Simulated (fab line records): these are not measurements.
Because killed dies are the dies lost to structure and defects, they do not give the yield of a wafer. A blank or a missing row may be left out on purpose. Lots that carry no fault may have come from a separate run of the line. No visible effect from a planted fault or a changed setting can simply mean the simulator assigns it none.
One fault through the eyes of 2 desks :: flow nand-harc :: every desk sees just its own numbers, and what lay behind them comes last

== FOR THE TOOL OWNER'S DESK: litho-track-06 ==
The tool's own readings at NHARC_P_GATE_PEB_24 (peb time 65 s): means of the sampled wafers that have a number, for each lot that ran on this tool. If a lot's mean is further than 4 standard deviations from the usual mean, the lot is out of limits and carries the mark OUT (the distance appears in the brackets).
Columns: A = heater-power-total-W at NHARC_P_GATE_PEB_24, usual 156.7 W; B = plate-temp-C at NHARC_P_GATE_PEB_24, usual 100.03 C; C = resist-line-temp-C at NHARC_P_GATE_PEB_24, usual 23.02 C
lot: L891
first seen here: day 4 17:20
A: 156.7
B: 99.92
C: 23.07

lot: L898
first seen here: day 6 13:29
A: 156.9
B: 99.99
C: 23.10

lot: L901
first seen here: day 7 04:43
A: 156.8
B: 100.07
C: 22.97

lot: L910
first seen here: day 9 05:16
A: 124.8 (-76) OUT
B: 85.19 (-99 or more) OUT
C: 23.06

lot: L911
first seen here: day 9 20:15
A: 124.8 (-76) OUT
B: 85.03 (-99 or more) OUT
C: 23.05
Finding of this desk: L910, L911 out of limits; the first was L910 at day 9 05:16, on heater-power-total-W at NHARC_P_GATE_PEB_24. L891, L898, L901 stayed within limits.

== METROLOGY DESK ==
Means of the sampled wafers that have a number, per lot and without regard to the tool the lot ran on: this is what the gauges read. If a lot's mean is further than 4 standard deviations from the usual mean, the lot is out of limits and carries the mark OUT (the distance appears in the brackets).
Columns: A = cd-nm at NHARC_P_GATE_CD_MEAS_26, usual 120.2 nm
lot: L891
first seen here: day 4 17:25
A: 120.6

lot: L895
first seen here: day 5 11:28
A: 120.1

lot: L897
first seen here: day 5 22:58
A: 120.3

lot: L896
first seen here: day 5 23:49
A: 120.4

lot: L898
first seen here: day 6 13:34
A: 120.7

lot: L899
first seen here: day 6 17:42
A: 120.3

lot: L902
first seen here: day 7 04:32
A: 119.8

lot: L901
first seen here: day 7 04:47
A: 120.0

lot: L910
first seen here: day 9 05:20
A: 206.3 (+99 or more) OUT

lot: L911
first seen here: day 9 20:20
A: 205.2 (+99 or more) OUT

lot: L912
first seen here: day 9 20:29
A: 120.4

lot: L914
first seen here: day 10 11:39
A: 119.7
Finding of this desk: L910, L911 out of limits; the first was L910 at day 9 05:20, on cd-nm at NHARC_P_GATE_CD_MEAS_26. L891, L895, L897, L896, L898, L899, L902, L901, L912, L914 stayed within limits.

== BROUGHT TOGETHER ==
An alarm could have come from the tool owner's desk at day 9 05:16, on L910, L911.
At day 9 05:20 the metrology desk could have sounded an alarm, on L910, L911.
All the named lots went through NHARC_P_GATE_PEB_24 on litho-track-06.

== WHAT HAD BEEN PUT IN BY THE SIMULATOR ==
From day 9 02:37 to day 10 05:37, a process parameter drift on litho-track-06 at NHARC_P_GATE_PEB_24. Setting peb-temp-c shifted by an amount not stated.
Shown lots that were struck: L910, L911.
Delay (hours) between the fault's onset and each desk's first out-of-limits reading: 3 at the tool owner's desk, 3 at the metrology desk.
